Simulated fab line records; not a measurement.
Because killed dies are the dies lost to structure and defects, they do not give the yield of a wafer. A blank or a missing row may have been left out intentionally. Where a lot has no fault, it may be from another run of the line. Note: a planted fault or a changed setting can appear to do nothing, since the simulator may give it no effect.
Which tool is to blame?    flow n5_finfet    32 wafers from 11 lots sampled at 5 of the route's 1938 steps

WHAT THE GAUGES SHOWED, per wafer
N5_MIM_TOP_LITHO_INSPECT_12: inspects for defects (macro).
lot   measured      on                 raw_defect_count
L632  day 15 10:23  defect_inspect-02  1 1 2
L635  day 15 18:47  defect_inspect-02  3 3 0
L633  day 15 23:12  defect_inspect-02  3 0
L638  day 16 22:47  defect_inspect-01  2 2 2
L640  day 17 10:03  defect_inspect-02  2 2 2
L642  day 18 17:53  defect_inspect-02  3 0 1
L648  day 19 03:18  defect_inspect-02  2 2 1
L646  day 20 03:10  defect_inspect-02  0 1 3
L654  day 20 12:56  defect_inspect-01  1 0 1
L650  day 20 23:35  defect_inspect-02  2 1 2
L653  day 21 05:29  defect_inspect-01  1 5 1

N5_MIM_BOT_LITHO_CD_MEAS_08: target cd 3000 nm.
lot   measured      on         cd_nm (nm)
L632  day 15 11:06  cd_sem-02  2999.2 3002.7 3000.9
L635  day 15 19:40  cd_sem-02  3000.7 3000.1 2999.0
L633  day 15 23:55  cd_sem-03  2998.9 2999.3
L638  day 16 23:35  cd_sem-03  3001.5 2997.6 3000.3
L640  day 17 10:52  cd_sem-03  3000.2 3001.6 3000.4
L642  day 18 18:48  cd_sem-01  2998.1 2995.6 3001.2
L648  day 19 04:19  cd_sem-03  3001.3 3000.9 2998.6
L646  day 20 03:58  cd_sem-01  3006.8 3008.0 3006.9
L654  day 20 13:40  cd_sem-02  3002.2 2999.3 2999.9
L650  day 21 00:23  cd_sem-01  3009.6 3011.6 3008.8
L653  day 21 06:23  cd_sem-02  2998.7 2997.8 2995.8

N5_MIM_BOT_LITHO_OVL_MEAS_11.
lot   measured      on          MIM_BOT_OVL (nm)
L632  day 15 11:08  overlay-02  -4 4 0
L635  day 15 19:41  overlay-01  3 5 8
L633  day 15 23:56  overlay-02  6 8
L638  day 16 23:37  overlay-01  -5 -2 -6
L640  day 17 10:53  overlay-01  -1 6 1
L642  day 18 18:50  overlay-02  5 -1 1
L648  day 19 04:20  overlay-02  -7 -2 0
L646  day 20 04:00  overlay-02  -1 0 5
L654  day 20 13:41  overlay-02  0 13 -5
L650  day 21 00:25  overlay-02  0 6 8
L653  day 21 06:25  overlay-02  6 3 -5

WHAT TOOL EACH LOT RAN ON (gives the tool, then ch and the chambers of the sampled wafers, and finally the start)
lot   N5_MIM_TOP_ALD_00                 N5_MIM_BOT_LITHO_EXPOSE_05
L632  ald_hk-02 ch 0,1,2, day 15 08:10  krf_scanner-01 ch 0, day 15 10:56
L635  ald_hk-03 ch 1,2,3, day 15 17:35  krf_scanner-02 ch 0, day 15 19:29
L633  ald_hk-02 ch 0,3, day 15 21:53    krf_scanner-02 ch 0, day 15 23:44
L638  ald_hk-01 ch 0,2, day 16 21:33    krf_scanner-01 ch 0, day 16 23:25
L640  ald_hk-01 ch 0,1,2, day 17 09:01  krf_scanner-02 ch 0, day 17 10:41
L642  ald_hk-01 ch 1,3, day 18 15:57    krf_scanner-01 ch 0, day 18 18:37
L648  ald_hk-03 ch 0,1,3, day 19 01:40  krf_scanner-01 ch 0, day 19 04:08
L646  ald_hk-03 ch 0,1,3, day 20 01:43  krf_scanner-01 ch 0, day 20 03:48
L654  ald_hk-01 ch 2,3, day 20 09:43    krf_scanner-02 ch 0, day 20 13:29
L650  ald_hk-02 ch 2,3, day 20 21:56    krf_scanner-01 ch 0, day 21 00:13
L653  ald_hk-01 ch 0,1, day 21 02:06    krf_scanner-02 ch 0, day 21 06:12
- N5_MIM_TOP_ALD_00: deposits Al2O3, purge time 3 s, co reactant pulse time 3 s.
- N5_MIM_BOT_LITHO_EXPOSE_05: exposes mask MIM BOT.

AS READ BY THE TOOLS THEMSELVES (means over the sampled wafers that have a number; for cases with no such wafer, the mark the record gives instead)
N5_MIM_TOP_ALD_00.
lot   tool       precursor_pulse_height_rel
L632  ald_hk-02  1.009
L635  ald_hk-03  0.981
L633  ald_hk-02  1.007
L638  ald_hk-01  1.003
L640  ald_hk-01  1.019
L642  ald_hk-01  0.984
L648  ald_hk-03  1.005
L646  ald_hk-03  0.971
L654  ald_hk-01  0.995
L650  ald_hk-02  1.012
L653  ald_hk-01  1.023

N5_MIM_BOT_LITHO_EXPOSE_05.
lot   tool            exposure_dose_mJ_cm2  stage_vel_mm_s (mm/s)
L632  krf_scanner-01  24.262                500.21
L635  krf_scanner-02  24.260                500.11
L633  krf_scanner-02  24.271                500.11
L638  krf_scanner-01  24.257                500.22
L640  krf_scanner-02  24.239                500.08
L642  krf_scanner-01  24.257                499.99
L648  krf_scanner-01  24.223                500.09
L646  krf_scanner-01  25.720                500.15
L654  krf_scanner-02  24.253                500.15
L650  krf_scanner-01  25.725                500.24
L653  krf_scanner-02  24.261                500.15

THE ANSWER, worked out from the rows above alone
Rule: usual is defined by the lots themselves. The widest of any qualifying gaps counts: lots, ordered by their means at a reading, are off when they make up no more than a third of the lots, leave a main group of 4 or more, and stand apart from it by 3 or more times the standard deviation of that group's means. A main group whose means are all the same, to the digits that the tables above print for the reading, isn't used. A lot without any number at a reading at which 4 lots or more have one is off too. All remaining lots with rows at the step are treated as sound. First the gauges in route order, then the tools' own readings, where a lot's mean is used as printed above. At the first step where some lot is off, the reading lying furthest off is the one used; lots without a number count as furthest.
Off, at N5_MIM_BOT_LITHO_CD_MEAS_08 on cd_nm: L646, L650. Main group: mean 2999.7 nm, sd 1.1.
If a tool, at a process step before that reading, ran all the lots that are off and no sound lot after the first of them, it fits. The gauges at N5_MIM_BOT_LITHO_CD_MEAS_08 aren't tried: what is off there is off at N5_MIM_BOT_LITHO_EXPOSE_05 too, on other tools, and a gauge's error can't cause that. One candidate fits, namely krf_scanner-01 at N5_MIM_BOT_LITHO_EXPOSE_05. A fault onset in the window from L648 (day 19 04:08, its last sound lot) to L646 (day 20 03:48, its first lot off) fits.
The tool's own readings at N5_MIM_BOT_LITHO_EXPOSE_05 bear it out: on the lots that are off they differ by more than 5 times the standard deviation of the sound lots' means. exposure_dose_mJ_cm2 reads 25.723 there against 24.254 on the sound lots.

WHAT HAD BEEN PUT IN BY THE SIMULATOR
Process parameter drift: krf_scanner-01, from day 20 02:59 on, at N5_MIM_BOT_LITHO_EXPOSE_05. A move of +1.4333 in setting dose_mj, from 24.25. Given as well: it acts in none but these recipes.
Shown lots that were struck: L646, L650. This agrees with what the rule above found.
